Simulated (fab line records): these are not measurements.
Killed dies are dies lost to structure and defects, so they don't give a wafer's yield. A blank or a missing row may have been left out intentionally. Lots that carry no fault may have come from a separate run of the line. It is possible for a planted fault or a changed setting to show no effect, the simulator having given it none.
Chamber matching / flow n5_finfet / N5_FIN_SAQP_STRIP_77 on rie_diel-05: 4 sister chambers
The step strips in N2/H2, time 90 s. 16 wafers are shown with their chamber, then 8 later ones without.

== WAFERS WITH THEIR CHAMBER ==
wafer=L077.4; chamber=1; showerhead_plenum_p_Torr (Torr)=3.52; throttle_valve_pct (%)=12.38; oes_product_au (a.u.)=0.76
wafer=L077.5; chamber=2; showerhead_plenum_p_Torr (Torr)=3.46; throttle_valve_pct (%)=11.78; oes_product_au (a.u.)=0.96
wafer=L077.6; chamber=3; showerhead_plenum_p_Torr (Torr)=3.32; throttle_valve_pct (%)=11.83; oes_product_au (a.u.)=0.90
wafer=L080.1; chamber=0; showerhead_plenum_p_Torr (Torr)=3.47; throttle_valve_pct (%)=11.95; oes_product_au (a.u.)=0.96
wafer=L080.2; chamber=3; showerhead_plenum_p_Torr (Torr)=3.31; throttle_valve_pct (%)=11.86; oes_product_au (a.u.)=0.90
wafer=L080.4; chamber=1; showerhead_plenum_p_Torr (Torr)=3.52; throttle_valve_pct (%)=12.41; oes_product_au (a.u.)=0.76
wafer=L083.1; chamber=3; showerhead_plenum_p_Torr (Torr)=3.31; throttle_valve_pct (%)=11.87; oes_product_au (a.u.)=0.89
wafer=L083.4; chamber=1; showerhead_plenum_p_Torr (Torr)=3.51; throttle_valve_pct (%)=12.43; oes_product_au (a.u.)=0.76
wafer=L083.6; chamber=2; showerhead_plenum_p_Torr (Torr)=3.45; throttle_valve_pct (%)=11.82; oes_product_au (a.u.)=0.91
wafer=L087.2; chamber=0; showerhead_plenum_p_Torr (Torr)=3.47; throttle_valve_pct (%)=11.97; oes_product_au (a.u.)=0.92
wafer=L087.4; chamber=3; showerhead_plenum_p_Torr (Torr)=3.31; throttle_valve_pct (%)=11.88; oes_product_au (a.u.)=0.87
wafer=L087.6; chamber=1; showerhead_plenum_p_Torr (Torr)=3.51; throttle_valve_pct (%)=12.45; oes_product_au (a.u.)=0.75
wafer=L090.1; chamber=2; showerhead_plenum_p_Torr (Torr)=3.44; throttle_valve_pct (%)=11.88; oes_product_au (a.u.)=0.89
wafer=L090.2; chamber=0; showerhead_plenum_p_Torr (Torr)=3.46; throttle_valve_pct (%)=11.99; oes_product_au (a.u.)=0.90
wafer=L090.4; chamber=1; showerhead_plenum_p_Torr (Torr)=3.51; throttle_valve_pct (%)=12.46; oes_product_au (a.u.)=0.74
wafer=L091.1; chamber=1; showerhead_plenum_p_Torr (Torr)=3.51; throttle_valve_pct (%)=12.47; oes_product_au (a.u.)=0.74

SIGNATURES (means of the wafers above)
reading=showerhead_plenum_p_Torr; chamber 0=3.4667; chamber 1=3.5133; chamber 2=3.4500; chamber 3=3.3125; scatter within a chamber=0.00629
reading=throttle_valve_pct; chamber 0=11.9700; chamber 1=12.4333; chamber 2=11.8267; chamber 3=11.8600; scatter within a chamber=0.0329
reading=oes_product_au; chamber 0=0.9267; chamber 1=0.7517; chamber 2=0.9200; chamber 3=0.8900; scatter within a chamber=0.0215
Rule: for each reading, subtract the chamber's mean from the wafer's reading, divide by that reading's scatter and square the result; add these up over the readings and take the root, which gives the wafer's distance from the chamber. If the next closest chamber is less than 2 further off than the closest, the wafer can't be placed; otherwise it belongs to the closest. The scatter: the root of (the sum of the squares of (reading less its chamber's mean) over the shown wafers, divided by (wafers less chambers)).

== WAFERS WITHOUT THEIR CHAMBER ==
wafer=L091.3; showerhead_plenum_p_Torr (Torr)=3.44; throttle_valve_pct (%)=11.87; oes_product_au (a.u.)=0.88
wafer=L091.4; showerhead_plenum_p_Torr (Torr)=3.46; throttle_valve_pct (%)=12.00; oes_product_au (a.u.)=0.90
wafer=L093.1; showerhead_plenum_p_Torr (Torr)=3.44; throttle_valve_pct (%)=11.86; oes_product_au (a.u.)=0.88
wafer=L093.2; showerhead_plenum_p_Torr (Torr)=3.30; throttle_valve_pct (%)=11.91; oes_product_au (a.u.)=0.87
wafer=L093.6; showerhead_plenum_p_Torr (Torr)=3.46; throttle_valve_pct (%)=12.00; oes_product_au (a.u.)=0.89
wafer=L094.2; showerhead_plenum_p_Torr (Torr)=3.46; throttle_valve_pct (%)=12.02; oes_product_au (a.u.)=0.89
wafer=L094.5; showerhead_plenum_p_Torr (Torr)=3.44; throttle_valve_pct (%)=11.90; oes_product_au (a.u.)=0.88
wafer=L094.6; showerhead_plenum_p_Torr (Torr)=3.50; throttle_valve_pct (%)=12.47; oes_product_au (a.u.)=0.74

== THE CHAMBER EACH PASSED THROUGH ==
wafer=L091.3; from the rows above=2; in truth=2
wafer=L091.4; from the rows above=0; in truth=0
wafer=L093.1; from the rows above=2; in truth=2
wafer=L093.2; from the rows above=3; in truth=3
wafer=L093.6; from the rows above=0; in truth=0
wafer=L094.2; from the rows above=0; in truth=0
wafer=L094.5; from the rows above=can't be placed: 2 or 0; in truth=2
wafer=L094.6; from the rows above=1; in truth=1
Correct placement for 7 of the 8. From these rows, 1 cannot be placed; in 1 the true chamber is one of the candidates. Wrongly placed: 0.
